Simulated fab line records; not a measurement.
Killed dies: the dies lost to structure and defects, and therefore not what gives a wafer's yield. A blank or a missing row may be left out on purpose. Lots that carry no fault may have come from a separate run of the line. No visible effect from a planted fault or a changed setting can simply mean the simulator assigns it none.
Split-lot experiment -- flow n5 finfet -- 7 lots, 21 wafers read, on a route of 1938 steps

## ON THE SPLIT
At N5_BEOL_M9_TRENCH_ETCH_37 (etches SiCOH lowk in C4F6/O2, target depth 151.43 nm, time 49 s), the setting source w was moved away from the recipe's 345 W on 10 of the 21 wafers read, by -8.5% to +17.4%. The other wafers ran this setting at the recipe's value.

Reading taken at the split's own step.

## THE READING
rf vpp V, in V, at N5_BEOL_M9_TRENCH_ETCH_37 (etches SiCOH lowk in C4F6/O2, target depth 151.43 nm, time 49 s). Fault-free wafers of this fab line usually give 668 V, standard deviation 7.3 V.

wafer,"tool, chamber at the split","source w as run, W",against the recipe,"rf vpp V, V",against lot-mates on the recipe
L075.1,"rie diel-02, 3",318.7,-7.6%,697,+21
L075.4,"rie diel-02, 1",345,recipe,676,-
L075.5,"rie diel-02, 1",318.7,-7.6%,703,+27
L079.4,"rie diel-02, 2",345,recipe,664,-
L079.5,"rie diel-02, 3",345,recipe,669,-
L079.6,"rie diel-02, 0",345,recipe,671,-
L085.2,"rie diel-06, 1",325.9,-5.5%,678,+1
L085.3,"rie diel-06, 2",345,recipe,677,-
L085.6,"rie diel-06, 3",325.9,-5.5%,676,-1
L092.2,"rie diel-03, 0",345,recipe,676,-
L092.3,"rie diel-03, 2",315.8,-8.5%,694,+18
L092.4,"rie diel-03, 1",315.8,-8.5%,696,+20
L093.4,"rie diel-03, 2",405.1,+17.4%,612,-64
L093.5,"rie diel-03, 3",345,recipe,676,-
L093.6,"rie diel-03, 2",405.1,+17.4%,611,-65
L095.1,"rie diel-02, 1",345,recipe,675,-
L095.4,"rie diel-02, 3",345,recipe,670,-
L095.5,"rie diel-02, 0",345,recipe,671,-
L097.2,"rie diel-03, 0",400.1,+16.0%,626,-51
L097.3,"rie diel-03, 3",400.1,+16.0%,628,-49
L097.5,"rie diel-03, 0",345,recipe,677,-

THE FIT
A straight line over all 21 wafers: rf vpp V changes by -3.06 V for each +1% of source w; r = -0.98; the points scatter about the line by 6 V.
The same after taking each lot's own level away (the mean of its wafers on the recipe; 21 wafers): -3.1 V for each +1%; r = -0.97; scatter 6.3 V.
On that fit, the largest move of source w shifts the reading by 54 V.
The span of the lots' own levels, 668.0 to 677.0 V, comes to 1.2 times the standard deviation stated above.
Consequently the slope shifts little with the lot-to-lot level, the two slopes agreeing.
Check: -55.2 V against its lot-mates is what the line predicts for one of the wafers moved furthest among these (+17.4%) when that wafer is left out of the fit. It came out at -64 V against them.
Tool readings at the split's step, against how far the setting was moved: rf vpp V r = -0.98.

## THESE WAFERS: OTHER SPLITS
Before the reading, these wafers also passed through other splits. Each is held against what the fit with the lots' levels taken away leaves over:
other split on the same wafers,wafers away from the commonest value,r with rf vpp V (lot level and that fit taken away)
N5_BEOL_M7_COAT_05 spin rpm,6,-0.09
N5_BEOL_M7_ETCH_66 time s,6,-0.06
N5_BEOL_M7_VIA_ETCH_34 source w,7,+0.10
N5_BEOL_M9_ETCH_66 bias w,9,-0.23

## THE FILE'S OWN FIT
rf vpp V changes by -3.14 V for each +1% of source w, r = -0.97.
